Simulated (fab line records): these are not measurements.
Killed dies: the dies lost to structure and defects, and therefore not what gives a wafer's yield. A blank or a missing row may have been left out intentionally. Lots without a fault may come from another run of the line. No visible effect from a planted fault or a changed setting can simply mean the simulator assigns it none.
Which of the tools did it? | flow nand_harc | Sampling: 13 lots, 39 wafers, 5 of 1159 route steps

WHAT THE GAUGES SHOWED, per wafer
NHARC_END_SORT_01. Usual: killed_at_array 27, standard deviation 12; killed_at_other 0.8, standard deviation 1; killed_at_periphery 4.0, standard deviation 2.5; killed_dies 32, standard deviation 11; killed_open 3.3, standard deviation 1.8; killed_short 2.0, standard deviation 1.5.
lot  | measured     | on        | killed_at_array | killed_at_other | killed_at_periphery | killed_dies | killed_open | killed_short | flag
L578 | day 21 09:24 | prober-02 | 664 44 34       | 0 0 0           | 2 1 1               | 666 45 35   | 1 4 5       | 2 3 2        | OFF
L583 | day 21 09:26 | prober-01 | 666 24 28       | 0 0 0           | 1 8 7               | 667 32 35   | 1 4 9       | 2 1 3        | OFF

WHAT TOOL EACH LOT RAN ON (gives the tool, then ch and the chambers of the sampled wafers, and finally the start)
lot  | NHARC_A_SGD_CUT_DEP_00          | NHARC_A_BONDPAD_ETCH_24                       | NHARC_A_BONDPAD_CMP_19        | NHARC_THIN_TSV_STRIP_62
L572 | pecvd-04 ch 0,1,2, day 13 13:22 | rie_diel-10 ch 0,2, day 18 03:38 or earlier   | cmp-01 ch 1,2, day 18 03:38   | plasma_asher-01 ch 1, day 18 23:33
L574 | pecvd-04 ch 0,1,2, day 14 08:23 | rie_diel-08 ch 0,1,3, day 18 09:11 or earlier | cmp-01 ch 1,2, day 18 09:11   | plasma_asher-02 ch 0,1, day 19 02:07
L573 | pecvd-01 ch 0,1,2, day 14 08:35 | rie_diel-08 ch 1,2,3, day 18 08:28 or earlier | cmp-01 ch 0,1,2, day 18 08:28 | plasma_asher-01 ch 0,1, day 19 04:44
L575 | pecvd-04 ch 0,2, day 14 09:34   | rie_diel-10 ch 1,2,3, day 18 08:55 or earlier | cmp-04 ch 2,3, day 18 08:55   | plasma_asher-01 ch 0,1, day 19 03:13
L576 | pecvd-04 ch 0,1, day 14 19:52   | rie_diel-10 ch 0,1, day 18 20:59 or earlier   | cmp-01 ch 0,2, day 18 20:59   | plasma_asher-01 ch 0, day 19 15:41
L577 | pecvd-04 ch 0,1,2, day 14 20:06 | rie_diel-05 ch 1,2, day 19 04:34 or earlier   | cmp-01 ch 0,3, day 19 04:34   | plasma_asher-02 ch 0,1, day 19 20:11
L579 | pecvd-04 ch 0,1,2, day 15 08:47 | rie_diel-10 ch 0,3, day 19 11:56 or earlier   | cmp-03 ch 1,3, day 19 11:56   | plasma_asher-02 ch 0,1, day 20 03:45
L578 | pecvd-04 ch 1,2, day 16 01:05   | rie_diel-10 ch 2,3, day 20 07:35 or earlier   | cmp-01 ch 0,2, day 20 07:35   | plasma_asher-02 ch 0,1, day 20 22:45
L583 | pecvd-04 ch 1,2, day 16 01:16   | rie_diel-08 ch 0,2, day 20 00:46 or earlier   | cmp-04 ch 2,3, day 20 00:46   | plasma_asher-02 ch 0,1, day 20 20:22
L585 | pecvd-03 ch 0,1,2, day 16 22:50 | rie_diel-10 ch 1,2, day 20 21:23 or earlier   | cmp-04 ch 1,3, day 20 21:23   | plasma_asher-01 ch 0,1, day 21 09:26
L591 | pecvd-03 ch 0,1, day 18 12:21   | rie_diel-08 ch 1,2,3, day 22 12:30            | cmp-04 ch 2,3, day 22 14:08   | plasma_asher-01 ch 0,1, day 23 09:17
L595 | pecvd-03 ch 0,2, day 19 09:02   | rie_diel-10 ch 0,1, day 23 16:25 or earlier   | cmp-03 ch 0,1,3, day 23 16:25 | plasma_asher-01 ch 0,1, day 24 08:30
L594 | pecvd-04 ch 0,1, day 19 14:46   | rie_diel-08 ch 1,3, day 24 02:28              | cmp-03 ch 0,1,3, day 24 04:04 | plasma_asher-01 ch 0,1, day 24 21:00
- NHARC_A_SGD_CUT_DEP_00: deposits SiNx, target thk 50 nm.
- NHARC_A_BONDPAD_ETCH_24: etches the open film in CF4/N2, target depth 30 nm, time 72.99 s.
- NHARC_A_BONDPAD_CMP_19: polishes, t overpolish 30 s, cu recess touch 16 s, target thk 169.8 nm.
- NHARC_THIN_TSV_STRIP_62: strips in N2/H2, time 20 s.

AS READ BY THE TOOLS THEMSELVES (means over the sampled wafers that have a number; for cases with no such wafer, the mark the record gives instead)
NHARC_A_SGD_CUT_DEP_00. Usual: heater_power_w reads 716 W (standard deviation 77).
lot  | tool     | heater_power_w (W) | flag
L572 | pecvd-04 | 679                |
L574 | pecvd-04 | 732                |
L573 | pecvd-01 | 679                |
L575 | pecvd-04 | 773                |
L576 | pecvd-04 | 730                |
L577 | pecvd-04 | 715                |
L579 | pecvd-04 | 783                |
L578 | pecvd-04 | 693                |
L583 | pecvd-04 | 742                |
L585 | pecvd-03 | 730                |
L591 | pecvd-03 | 744                |
L595 | pecvd-03 | 674                |
L594 | pecvd-04 | 650                |

NHARC_A_BONDPAD_ETCH_24. Usual: drypump_motor_current_A 6.0 A, standard deviation 0.53; oes_product_au 1.003 a.u., standard deviation 0.011; rf_vpp_V 313.3 V, standard deviation 2.2; showerhead_plenum_p_Torr 2.58 Torr, standard deviation 0.11; throttle_valve_pct 19.795 %, standard deviation 0.0083.
lot  | tool        | drypump_motor_current_A (A) | oes_product_au (a.u.) | rf_vpp_V (V) | showerhead_plenum_p_Torr (Torr) | throttle_valve_pct (%) | flag
L572 | rie_diel-10 | 5.8                         | 1.023                 | 311.6        | 2.48                            | 19.797                 |
L574 | rie_diel-08 | 5.8                         | 1.006                 | 311.3        | 2.55                            | 19.798                 |
L573 | rie_diel-08 | 6.0                         | 1.001                 | 312.6        | 2.54                            | 19.796                 |
L575 | rie_diel-10 | 6.1                         | 1.006                 | 314.3        | 2.62                            | 19.789                 |
L576 | rie_diel-10 | 6.2                         | 1.014                 | 312.2        | 2.52                            | 19.794                 |
L577 | rie_diel-05 | 6.2                         | 1.000                 | 315.9        | 2.68                            | 19.797                 |
L579 | rie_diel-10 | 6.0                         | 1.007                 | 314.1        | 2.59                            | 19.801                 |
L578 | rie_diel-10 | 5.8                         | 0.999                 | 314.9        | 2.64                            | 19.801                 |
L583 | rie_diel-08 | 5.8                         | 1.009                 | 314.0        | 2.62                            | 19.801                 |
L585 | rie_diel-10 | 6.3                         | 1.004                 | 313.1        | 2.55                            | 19.787                 |
L591 | rie_diel-08 | 5.9                         | 0.996                 | 313.3        | 2.53                            | 19.787                 |
L595 | rie_diel-10 | 6.5                         | 1.026                 | 313.2        | 2.55                            | 19.793                 |
L594 | rie_diel-08 | 6.1                         | 0.998                 | 312.2        | 2.51                            | 19.794                 |

NHARC_A_BONDPAD_CMP_19. Usual: motor_current_A 12.1 A, standard deviation 0.72; overpolish_run_s 29.999 s, standard deviation 0.0091.
lot  | tool   | motor_current_A (A) | overpolish_run_s (s) | flag
L572 | cmp-01 | 11.9                | 29.992               |
L574 | cmp-01 | 12.1                | 30.001               |
L573 | cmp-01 | 12.0                | 30.005               |
L575 | cmp-04 | 11.9                | 29.991               |
L576 | cmp-01 | 11.9                | 29.989               |
L577 | cmp-01 | 12.1                | 29.997               |
L579 | cmp-03 | 11.4                | 30.000               |
L578 | cmp-01 | 12.1                | 30.002               |
L583 | cmp-04 | 11.6                | 29.998               |
L585 | cmp-04 | 12.3                | 29.992               |
L591 | cmp-04 | 12.1                | 30.002               |
L595 | cmp-03 | 11.1                | 30.002               |
L594 | cmp-03 | 11.3                | 29.996               |

NHARC_THIN_TSV_STRIP_62. Usual: drypump_motor_current_A 5.57 A, standard deviation 0.18; heater_power_w 338 W, standard deviation 7.6; rf_refl_power_W 18 W, standard deviation 3.3.
lot  | tool            | drypump_motor_current_A (A) | heater_power_w (W) | rf_refl_power_W (W) | flag
L572 | plasma_asher-01 | 5.76                        | 328                | 16                  |
L574 | plasma_asher-02 | 5.53                        | 339                | 17                  |
L573 | plasma_asher-01 | 5.53                        | 332                | 19                  |
L575 | plasma_asher-01 | 5.50                        | 332                | 19                  |
L576 | plasma_asher-01 | 5.34                        | 331                | 21                  |
L577 | plasma_asher-02 | 5.63                        | 339                | 15                  |
L579 | plasma_asher-02 | 5.52                        | 346                | -                   | OFF
L578 | plasma_asher-02 | 5.58                        | 342                | 16                  |
L583 | plasma_asher-02 | 5.58                        | 333                | -                   | OFF
L585 | plasma_asher-01 | 5.63                        | 335                | 17                  |
L591 | plasma_asher-01 | 5.62                        | 333                | 18                  |
L595 | plasma_asher-01 | 5.64                        | 339                | 17                  |
L594 | plasma_asher-01 | 5.63                        | 333                | 17                  |

THE ANSWER, worked out from the rows above alone
Rule: a lot is off if the mean of its wafers that have a number lies more than 3 standard deviations from the usual mean. A lot without any number at a reading at which 4 lots or more have one is off too. Any other lot the step has rows for is counted as sound. After the gauges, taken in route order, come the tools' own readings; for these a lot's mean is taken, as printed above. At the first step where some lot is off, the reading lying furthest off is the one used; lots without a number count as furthest.
Off: L578, L583, at NHARC_END_SORT_01 (killed_dies). Neither off nor sound, because the step has no rows for them: L572, L574, L573, L575, L576, L577, L579, L585, L591, L595, L594.
If a tool, at a process step before that reading, ran all the lots that are off and no sound lot after the first of them, it fits. Those tools and the gauges at NHARC_END_SORT_01 are tried in the same way. NHARC_A_BONDPAD_ETCH_24 gives no start for some lots, so the hours and the order of its lots are those of NHARC_A_BONDPAD_CMP_19. Can't be told from this: 2 tools fit, pecvd-04 at NHARC_A_SGD_CUT_DEP_00, plasma_asher-02 at NHARC_THIN_TSV_STRIP_62.

WHAT THE SIMULATOR HAD PUT IN
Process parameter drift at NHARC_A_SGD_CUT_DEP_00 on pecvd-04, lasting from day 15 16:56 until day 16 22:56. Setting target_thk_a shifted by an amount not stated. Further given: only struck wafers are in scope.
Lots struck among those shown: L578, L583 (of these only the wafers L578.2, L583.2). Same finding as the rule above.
